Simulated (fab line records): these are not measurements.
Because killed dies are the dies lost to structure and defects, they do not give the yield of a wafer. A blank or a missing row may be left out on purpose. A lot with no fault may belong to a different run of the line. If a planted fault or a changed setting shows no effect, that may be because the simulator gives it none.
fab line records	flow n5Finfet	part 1 of 2: steps 1 to 21 of 27
record lots=5	wafers=15	lastDay=18
route steps=1938 shown BEOL_M11@1551
lots with no fault: from the same line, run without faults
startH: the number of hours between the record's first day and the start of the first shown wafer of the lot	waitH: hours since the lot's step before	" unchanged from the row above	L1.1+2: a row that stands for several wafers	- value missing, or start not given	* or withheld: withheld	< > ~ a bound
route shown NAME@n: a module of which the file shows steps, and the number in the route of the first	usual: average and standard deviation across the fault-free wafers	same: alike in all rows	chamber/n: place in a boat	sites: the reading at each site	_std_site: how widely they spread, as a standard deviation	_edge_site: the outer-site mean with the inner-site mean subtracted	radiusMm: for every site, how far away it sits from the centre of the wafer	mask NAME#n: copy n	behind: the last tool/chamber to shape the wafer	hold: why the lot was held/for how many hours/how that ended	device: which transistor (n, p or np) failed to switch	end of line: tests of these same wafers at the route's end	a step given without rows: its recipe and nothing more	killed: dies lost to structure and defects at the first sort, not the wafer's yield	map: shows each die of a wafer: x if killed, . if not, _ if none is there
set.NAME: setting as actually run; set.NAME@STEP: the setting as run at that earlier step	model.NAME: the simulator's own value behind a step, which no gauge read
lots at some steps of the route; a table a step, a row a wafer
services: when a tool's chamber went out of use (startH, in hours from the record's first day, below 0 if earlier), for how many hours, and the reason
## steps
# step N5_BEOL_M11_INSPECT_13
# recipe mode=adi	inspectInstrument=brightfield
# usual rawDefectCount=428/96
lot.wafer	tool	chamber	startH	waitH	rawDefectCount
L078.1	defectInspect-02	-	264.63	0.0	493
L078.4	"	-	"	"	597
L078.6	"	-	"	"	342
L085.2	defectInspect-02	-	297.42	0.0	425
L085.4	"	-	"	"	418
L085.6	"	-	"	"	423
L089.2	defectInspect-01	-	330.36	0.0	462
L089.3	"	-	"	"	413
L089.5	"	-	"	"	412
L092.3	defectInspect-01	-	347.09	0.0	441
L092.4	"	-	"	"	405
L092.6	"	-	"	"	438
L096.1	defectInspect-02	-	378.90	0.0	372
L096.2	"	-	"	"	406
L096.3	"	-	"	"	320
# step N5_BEOL_M11_DESCUM_16
# recipe chemistry=O2	timeS=7.9	sourcePowerW=50	biasPowerW=20	pressureMtorr=20	rfFrequencyHz=2.712e+07	tempC=40	resist=CAR-ArF	o2FlowSccm=225
# usual drypumpMotorCurrentA=5.7/0.49	oesProductAu=0.80/0.07	rfVppV=243.0/1.3	showerheadPlenumPTorr=2.08/0.063	throttleValvePct=20.34/0.21
lot.wafer	tool	chamber	startH	waitH	drypumpMotorCurrentA	oesProductAu	rfHoursCounterH	rfVppV	showerheadPlenumPTorr	throttleValvePct
L078.1	rieDiel-01	3	264.83	0.2	6.1	0.82	77	243.7	2.11	20.34
L078.4	"	2	"	"	5.3	0.87	46	241.8	2.05	20.33
L078.6	"	2	"	"	5.2	0.88	-	243.4	2.05	20.32
L085.2	rieDiel-03	0	297.48	0.1	6.0	0.78	97	242.6	2.09	20.45
L085.4	"	1	"	"	6.6	0.73	194	243.0	2.05	20.37
L085.6	"	3	"	"	6.5	0.84	-	246.0	2.21	20.35
L089.2	rieDiel-03	2	330.39	0.0	5.8	0.75	156	242.6	2.09	20.31
L089.3	"	1	"	"	6.6	0.72	205	243.6	2.05	20.38
L089.5	"	1	"	"	6.6	0.72	-	242.5	2.05	20.39
L092.3	rieDiel-01	2	347.16	0.1	5.3	0.85	71	241.3	2.04	20.36
L092.4	"	3	"	"	6.0	0.79	102	243.6	2.11	20.39
L092.6	"	3	"	"	6.0	0.80	-	243.5	2.11	20.38
L096.1	rieDiel-03	1	378.97	0.1	6.6	0.71	221	242.5	2.04	20.40
L096.2	"	2	"	"	5.8	0.73	172	243.2	2.08	20.32
L096.3	"	3	"	"	6.6	0.81	92	245.4	2.20	20.39
# step N5_BEOL_M11_ETCH_61
# recipe chemistry=CF4	target=SiARC	targetDepthA=390	maskMaterial=CAR-ArF	timeS=65	ionEnergyEv=80	pressureMtorr=40	sourceW=545	biasW=36	Ar_flow_sccm=100	cf4FlowSccm=100	ends=cleared
# usual cf4FlowSccm=100.01/0.27	drypumpMotorCurrentA=5.7/0.49	etchRfOnTimeS=65.8/1.8	oesProductAu=0.68/0.057	rfVppV=184.0/1.1	showerheadPlenumPTorr=2.13/0.063	throttleValvePct=15.50/0.23
lot.wafer	tool	chamber	startH	waitH	cf4FlowSccm	drypumpMotorCurrentA	etchRfOnTimeS	oesProductAu	rfHoursCounterH	rfVppV	showerheadPlenumPTorr	throttleValvePct
L078.1	rieDiel-01	3	264.86	0.0	99.92	6.0	64.7	0.70	77	184.5	2.19	15.60
L078.4	"	2	"	"	100.36	5.3	65.2	0.73	46	183.2	2.08	15.23
L078.6	"	2	"	"	99.74	5.3	65.3	0.74	-	182.9	2.08	15.26
L085.2	rieDiel-03	0	297.52	0.0	99.80	6.0	64.4	0.68	97	182.3	2.14	15.57
L085.4	"	1	"	"	100.25	6.6	65.8	0.63	194	182.5	2.11	15.72
L085.6	"	3	"	"	100.45	6.5	65.0	0.71	-	184.9	2.25	15.36
L089.2	rieDiel-03	2	330.42	0.0	100.16	5.8	65.8	0.63	156	183.9	2.13	15.55
L089.3	"	1	"	"	100.26	6.6	65.8	0.62	205	182.9	2.11	15.74
L089.5	"	1	"	"	100.03	6.6	66.2	0.61	-	184.8	2.11	15.75
L092.3	rieDiel-01	2	347.19	0.0	99.97	5.3	64.4	0.72	71	183.4	2.07	15.31
L092.4	"	3	"	"	99.89	6.0	64.5	0.68	102	184.5	2.18	15.65
L092.6	"	3	"	"	100.22	6.0	64.7	0.68	-	183.0	2.18	15.65
L096.1	rieDiel-03	1	379.01	0.0	100.29	6.6	67.5	0.60	221	184.5	2.10	15.78
L096.2	"	2	"	"	99.70	5.8	66.3	0.62	172	184.3	2.13	15.61
L096.3	"	3	"	"	99.94	6.5	66.2	0.69	92	184.4	2.24	15.40
# step N5_BEOL_M11_ETCH_62
# recipe chemistry=N2/H2	target=SOC	targetDepthA=1100	overetchA=220	maskMaterial=SiARC	tempC=40	timeS=165	ionEnergyEv=200	pressureMtorr=30	sourceW=840	biasW=150	n2FlowSccm=200	h2FlowSccm=200
# usual drypumpMotorCurrentA=5.8/0.49	oesProductAu=0.68/0.052	rfVppV=523.5/2.2	showerheadPlenumPTorr=2.52/0.079	throttleValvePct=17.67/0.28
lot.wafer	tool	chamber	startH	waitH	drypumpMotorCurrentA	oesProductAu	rfHoursCounterH	rfVppV	showerheadPlenumPTorr	throttleValvePct
L078.1	rieDiel-01	3	264.91	0.0	6.1	0.69	77	525.1	2.56	17.73
L078.4	"	2	"	"	5.3	0.74	46	522.2	2.44	17.31
L078.6	"	2	"	"	5.3	0.73	-	521.2	2.44	17.32
L085.2	rieDiel-03	0	297.57	0.0	6.0	0.67	97	523.7	2.57	18.08
L085.4	"	1	"	"	6.6	0.62	194	521.9	2.51	17.82
L085.6	"	3	"	"	6.5	0.71	-	528.2	2.68	17.66
L089.2	rieDiel-03	2	330.47	0.0	5.8	0.63	157	524.0	2.55	17.71
L089.3	"	1	"	"	6.6	0.62	205	524.4	2.50	17.83
L089.5	"	1	"	"	6.6	0.62	-	523.6	2.50	17.84
L092.3	rieDiel-01	2	347.24	0.0	5.3	0.70	72	522.4	2.43	17.36
L092.4	"	3	"	"	6.0	0.67	102	523.6	2.55	17.76
L092.6	"	3	"	"	6.1	0.67	-	524.9	2.55	17.75
L096.1	rieDiel-03	1	379.06	0.0	6.6	0.62	221	522.7	2.50	17.88
L096.2	"	2	"	"	5.8	0.61	172	522.7	2.54	17.73
L096.3	"	3	"	"	6.6	0.69	92	528.2	2.67	17.71
# step N5_BEOL_M11_STRIP_68
# recipe chemistry=N2/H2	tempC=40	n2FlowSccm=200	h2FlowSccm=200	rfFrequencyHz=6e+07
lot.wafer	tool	chamber	startH	waitH
L078.1+4+6	rieDiel-01	3,2,2	265.05	0.1
L085.2+4+6	rieDiel-03	0,1,3	297.70	0.1
L089.2+3+5	rieDiel-03	2,1,1	330.61	0.1
L092.3+4+6	rieDiel-01	2,3,3	347.38	0.1
L096.1+2+3	rieDiel-03	1,2,3	379.19	0.1
# step N5_BEOL_M11_STRIP_67
# recipe chemistry=CF4	resist=SiARC	powerW=300	biasPowerW=75	pressureMtorr=50	cf4FlowSccm=150	rfFrequencyHz=6e+07
# usual cf4FlowSccm=149.9/0.44	drypumpMotorCurrentA=5.7/0.5	oesProductAu=0.80/0.062	rfVppV=270.9/1.5	showerheadPlenumPTorr=1.78/0.048	throttleValvePct=13.45/0.26
lot.wafer	tool	chamber	startH	waitH	cf4FlowSccm	drypumpMotorCurrentA	oesProductAu	rfHoursCounterH	rfVppV	showerheadPlenumPTorr	throttleValvePct
L078.1	rieDiel-01	3	265.06	0.0	150.5	6.0	0.83	77	271.2	1.82	13.50
L078.4	"	2	"	"	149.9	5.3	0.86	46	269.5	1.73	13.16
L078.6	"	2	"	"	149.6	5.3	0.87	-	269.2	1.73	13.18
L085.2	rieDiel-03	0	297.71	0.0	150.1	6.1	0.79	97	271.4	1.79	13.52
L085.4	"	1	"	"	151.7	6.6	0.73	194	270.8	1.78	13.77
L085.6	"	3	"	"	150.2	6.5	0.84	-	274.4	1.86	13.25
L089.2	rieDiel-03	2	330.62	0.0	149.8	5.8	0.74	157	272.8	1.78	13.53
L089.3	"	1	"	"	149.6	6.6	0.73	205	269.9	1.78	13.79
L089.5	"	1	"	"	149.3	6.6	0.73	-	269.8	1.78	13.79
L092.3	rieDiel-01	2	347.39	0.0	150.1	5.3	0.83	72	270.9	1.72	13.21
L092.4	"	3	"	"	150.2	6.0	0.80	102	269.7	1.81	13.53
L092.6	"	3	"	"	150.3	6.0	0.80	-	271.7	1.81	13.57
L096.1	rieDiel-03	1	379.20	0.0	149.9	6.6	0.72	221	271.7	1.77	13.83
L096.2	"	2	"	"	149.9	5.8	0.73	172	272.0	1.77	13.56
L096.3	"	3	"	"	149.5	6.5	0.81	92	273.5	1.85	13.29
# step N5_BEOL_M11_HM_OPEN_17
# recipe chemistry=Cl2/BCl3	targetDepthA=200	overetchA=60	target=TiN	maskMaterial=SOC	ionEnergyEv=150	pressureMtorr=10	icpW=1000	biasW=126	Cl2_flow_sccm=53.25	bcl3FlowSccm=21.75	Ar_flow_sccm=25
# usual drypumpMotorCurrentA=5.6/0.45	heBacksideLeakSccm=3.51/0.29	oesProductAu=0.72/0.094	throttleValvePct=22.07/0.24
lot.wafer	tool	chamber	startH	waitH	drypumpMotorCurrentA	heBacksideLeakSccm	oesProductAu	rfHoursCounterH	throttleValvePct
L078.1	rieMetal-02	1	265.10	0.0	5.8	3.43	0.79	0	22.13
L078.4	"	0	"	"	5.8	3.24	0.76	-	22.18
L078.6	"	1	"	"	5.8	3.44	0.80	-	22.13
L085.2	rieMetal-01	0	297.75	0.0	6.2	3.77	0.77	10	21.69
L085.4	"	0	"	"	6.2	3.52	0.78	-	21.67
L085.6	"	1	"	"	5.0	3.72	0.53	-	22.28
L089.2	rieMetal-03	0	330.66	0.0	5.9	3.26	0.64	44	22.32
L089.3	"	1	"	"	5.3	3.05	0.75	-	22.26
L089.5	"	1	"	"	5.3	2.99	0.74	-	22.27
L092.3	rieMetal-03	1	347.46	0.1	5.3	3.26	0.73	-	22.28
L092.4	"	0	"	"	5.9	3.38	0.63	-	22.35
L092.6	"	1	"	"	5.4	3.40	0.73	-	22.26
L096.1	rieMetal-01	1	379.24	0.0	5.0	3.41	0.82	4	21.89
L096.2	"	0	"	"	6.2	3.55	0.73	20	21.71
L096.3	"	0	"	"	6.2	3.64	0.73	-	21.73
# step N5_BEOL_M11_STRIP_19
# recipe chemistry=O2	powerW=400	tempC=40	pressureMtorr=30	rfFrequencyHz=6e+07	biasPowerW=0	overashFraction=0.2	o2FlowSccm=225
# usual drypumpMotorCurrentA=5.7/0.47	oesProductAu=0.80/0.074	rfVppV=3.7/0.61	showerheadPlenumPTorr=2.08/0.061	throttleValvePct=16.59/0.23
# same overashFraction=0.2
lot.wafer	tool	chamber	startH	waitH	drypumpMotorCurrentA	oesProductAu	rfHoursCounterH	rfVppV	showerheadPlenumPTorr	throttleValvePct
L078.1	rieDiel-05	1	265.21	0.1	6.0	0.99	6	3.0	2.14	16.18
L078.4	"	0	"	"	5.1	0.70	208	4.1	2.01	16.75
L078.6	"	2	"	"	5.0	0.84	-	3.7	2.02	16.63
L085.2	rieDiel-05	0	297.86	0.1	5.1	0.69	218	3.1	2.01	16.75
L085.4	"	2	"	"	5.0	0.81	103	2.6	2.02	16.65
L085.6	"	3	"	"	5.7	0.70	-	4.0	2.17	17.16
L089.2	rieDiel-05	0	330.77	0.1	5.1	0.67	231	3.6	2.00	16.79
L089.3	"	2	"	"	5.0	0.80	114	4.0	2.01	16.67
L089.5	"	2	"	"	5.0	0.80	-	3.6	2.01	16.68
L092.3	rieDiel-05	3	347.64	0.2	5.8	0.69	249	4.2	2.17	17.19
L092.4	"	0	"	"	5.1	0.67	235	3.4	2.00	16.79
L092.6	"	0	"	"	5.1	0.68	-	2.5	2.00	16.80
L096.1	rieDiel-01	1	379.35	0.1	5.4	0.80	94	3.0	2.04	16.39
L096.2	"	0	"	"	5.5	0.82	84	3.6	2.02	16.46
L096.3	"	2	"	"	5.2	0.84	82	4.6	2.05	16.54
# step N5_BEOL_M11_CD_MEAS_18
# recipe pitchNm=140	targetCdNm=70
# usual cdNm=70.6/0.81
lot.wafer	tool	chamber	startH	waitH	cdNm
L078.1	cdSem-03	-	265.28	0.0	71.6
L078.4	"	-	"	"	71.5
L078.6	"	-	"	"	71.1
L085.2	cdSem-02	-	297.94	0.1	71.1
L085.4	"	-	"	"	70.2
L085.6	"	-	"	"	70.5
L089.2	cdSem-02	-	330.84	0.1	69.9
L089.3	"	-	"	"	70.0
L089.5	"	-	"	"	71.7
L092.3	cdSem-02	-	347.71	0.1	71.1
L092.4	"	-	"	"	70.9
L092.6	"	-	"	"	70.3
L096.1	cdSem-01	-	379.43	0.1	69.8
L096.2	"	-	"	"	70.2
L096.3	"	-	"	"	71.5
# step N5_BEOL_M11_COAT_63
# recipe resist=SOC	tempC=250	timeS=60	spinRpm=1500	resistThkNm=100
lot.wafer	tool	chamber	startH	waitH
L078.1+4+6	lithoTrack-03	0	266.11	0.8
L085.2+4+6	lithoTrack-03	0	300.41	2.5
L089.2+3+5	lithoTrack-04	0	334.01	3.2
L092.3+4+6	lithoTrack-04	0	348.74	1.0
L096.1+2+3	lithoTrack-02	0	382.36	2.9
# step N5_BEOL_M11_COAT_64
# recipe resist=SiARC	tempC=220	timeS=60	spinRpm=1500	resistThkNm=30
lot.wafer	tool	chamber	startH	waitH
L078.1+4+6	lithoTrack-03	0	-	-
L085.2+4+6	lithoTrack-03	0	-	-
L089.2+3+5	lithoTrack-04	0	-	-
L092.3+4+6	lithoTrack-04	0	-	-
L096.1+2+3	lithoTrack-02	0	-	-
# step N5_BEOL_M11_COAT_22
# recipe resist=CAR-ArF	spinRpm=1500	resistThkNm=90
lot.wafer	tool	chamber	startH	waitH
L078.1+4+6	lithoTrack-03	0	-	-
L085.2+4+6	lithoTrack-03	0	-	-
L089.2+3+5	lithoTrack-04	0	-	-
L092.3+4+6	lithoTrack-04	0	-	-
L096.1+2+3	lithoTrack-02	0	-	-
# step N5_BEOL_M11_EBR_24
# recipe solvent=PGMEA	ebrWidthMm=1.5
# same ebrWidthMm=1.5
lot.wafer	tool	chamber	startH	waitH
L078.1+4+6	lithoTrack-03	0	-	-
L085.2+4+6	lithoTrack-03	0	-	-
L089.2+3+5	lithoTrack-04	0	-	-
L092.3+4+6	lithoTrack-04	0	-	-
L096.1+2+3	lithoTrack-02	0	-	-
# step N5_BEOL_M11_SOFTBAKE_23
# recipe tempC=110	timeS=60	resist=CAR-ArF
lot.wafer	tool	chamber	startH	waitH
L078.1+4+6	lithoTrack-03	0	-	-
L085.2+4+6	lithoTrack-03	0	-	-
L089.2+3+5	lithoTrack-04	0	-	-
L092.3+4+6	lithoTrack-04	0	-	-
L096.1+2+3	lithoTrack-02	0	-	-
# step N5_BEOL_M11_EXPOSE_25
# recipe maskId=V10	na=1.35	sourceShape=annular	sigmaInner=0.5	sigmaOuter=0.8	polarization=unpolarized	doseMj=85.5
lot.wafer	tool	chamber	startH	waitH	mask
L078.1+4+6	arfiScanner-01	0	266.23	-	V10#0
L085.2+4+6	arfiScanner-01	0	300.66	-	V10#0
L089.2+3+5	arfiScanner-01	0	334.26	-	V10#0
L092.3+4+6	arfiScanner-03	0	349.00	-	V10#0
L096.1+2+3	arfiScanner-03	0	382.76	-	V10#0
# step N5_BEOL_M11_PEB_26
# recipe pebTempC=withheld	pebTimeS=60	resist=CAR-ArF
lot.wafer	tool	chamber	startH	waitH
L078.1+4+6	lithoTrack-03	0	266.29	0.1
L085.2+4+6	lithoTrack-04	0	300.72	0.1
L089.2+3+5	lithoTrack-02	0	334.32	0.1
L092.3+4+6	lithoTrack-02	0	349.05	0.0
L096.1+2+3	lithoTrack-02	0	382.83	0.1
# step N5_BEOL_M11_DEVELOP_27
# recipe developTimeS=30	developer=TMAH	resist=CAR-ArF	rinseLiquid=diw	dry=airSpin	devTempC=23
lot.wafer	tool	chamber	startH	waitH
L078.1+4+6	lithoTrack-03	0	-	-
L085.2+4+6	lithoTrack-04	0	-	-
L089.2+3+5	lithoTrack-02	0	-	-
L092.3+4+6	lithoTrack-02	0	-	-
L096.1+2+3	lithoTrack-02	0	-	-
# step N5_BEOL_M11_CD_MEAS_28
# recipe targetCdNm=70	landingEnergyEv=500	detector=seInlens	polarity=opening
# usual cdNm=69.6/1.1
lot.wafer	tool	chamber	startH	waitH	cdNm
L078.1	cdSem-01	0	266.36	-	69.5
L078.4	"	0	"	"	69.5
L078.6	"	0	"	"	70.4
L085.2	cdSem-01	0	300.78	-	69.5
L085.4	"	0	"	"	68.7
L085.6	"	0	"	"	70.5
L089.2	cdSem-03	0	334.39	-	69.0
L089.3	"	0	"	"	69.7
L089.5	"	0	"	"	69.1
L092.3	cdSem-02	0	349.12	-	68.7
L092.4	"	0	"	"	71.1
L092.6	"	0	"	"	68.2
L096.1	cdSem-02	0	382.90	-	70.2
L096.2	"	0	"	"	70.5
L096.3	"	0	"	"	68.5
# step N5_BEOL_M11_OVL_MEAS_29
# recipe pointsPerWafer=44
# usual V10_OVL=0.2/0.81
# same pointsPerWafer=44
lot.wafer	tool	chamber	startH	waitH	V10_OVL[nm]
L078.1	overlay-02	0	266.39	0.0	0.6
L078.4	"	0	"	"	1.1
L078.6	"	0	"	"	1.0
L085.2	overlay-01	0	300.81	0.0	1.0
L085.4	"	0	"	"	0.5
L085.6	"	0	"	"	0.7
L089.2	overlay-01	0	334.42	0.0	-0.2
L089.3	"	0	"	"	-0.7
L089.5	"	0	"	"	-0.3
L092.3	overlay-01	0	349.15	0.0	0.2
L092.4	"	0	"	"	0.3
L092.6	"	0	"	"	0.0
L096.1	overlay-01	0	382.93	0.0	-0.2
L096.2	"	0	"	"	-1.0
L096.3	"	0	"	"	-0.5
# step N5_BEOL_M11_INSPECT_30
# recipe mode=adi	inspectInstrument=brightfield
# usual rawDefectCount=431/95
lot.wafer	tool	chamber	startH	waitH	rawDefectCount
L078.1	defectInspect-02	-	266.41	0.0	501
L078.4	"	-	"	"	543
L078.6	"	-	"	"	348
L085.2	defectInspect-01	-	300.84	0.0	427
L085.4	"	-	"	"	440
L085.6	"	-	"	"	455
L089.2	defectInspect-01	-	334.44	0.0	507
L089.3	"	-	"	"	419
L089.5	"	-	"	"	427
L092.3	defectInspect-01	-	349.17	0.0	435
L092.4	"	-	"	"	419
L092.6	"	-	"	"	435
L096.1	defectInspect-01	-	382.95	0.0	352
L096.2	"	-	"	"	415
L096.3	"	-	"	"	306
# step N5_BEOL_M11_DESCUM_33
# recipe chemistry=O2	timeS=7.9	sourcePowerW=50	biasPowerW=20	pressureMtorr=20	rfFrequencyHz=2.712e+07	tempC=40	resist=CAR-ArF	o2FlowSccm=225
# usual drypumpMotorCurrentA=5.7/0.48	oesProductAu=0.81/0.072	rfVppV=243.0/1.3	showerheadPlenumPTorr=2.08/0.062	throttleValvePct=20.31/0.19
lot.wafer	tool	chamber	startH	waitH	drypumpMotorCurrentA	oesProductAu	rfHoursCounterH	rfVppV	showerheadPlenumPTorr	throttleValvePct
L078.1	rieDiel-03	1	266.45	0.0	6.6	0.74	184	243.2	2.05	20.34
L078.4	"	0	"	"	6.0	0.79	88	243.6	2.09	20.42
L078.6	"	2	"	"	5.8	0.76	-	243.7	2.10	20.28
L085.2	rieDiel-01	2	300.87	0.0	5.3	0.87	56	242.6	2.05	20.32
L085.4	"	3	"	"	6.0	0.81	87	244.0	2.11	20.37
L085.6	"	2	"	"	5.2	0.87	-	243.5	2.05	20.33
L089.2	rieDiel-01	2	334.47	0.0	5.3	0.85	68	242.5	2.05	20.34
L089.3	"	0	"	"	5.5	0.83	73	241.8	2.02	20.18
L089.5	"	3	"	"	6.0	0.79	-	245.0	2.11	20.40
L092.3	rieDiel-03	0	349.21	0.0	6.1	0.77	113	243.7	2.09	20.47
L092.4	"	3	"	"	6.5	0.83	81	245.1	2.21	20.39
L092.6	"	2	"	"	5.8	0.75	-	242.8	2.09	20.31
L096.1	rieDiel-01	0	383.38	0.4	5.5	0.82	85	243.8	2.02	20.19
L096.2	"	2	"	"	5.2	0.82	83	241.7	2.04	20.37
L096.3	"	3	"	"	6.0	0.78	113	243.9	2.10	20.41
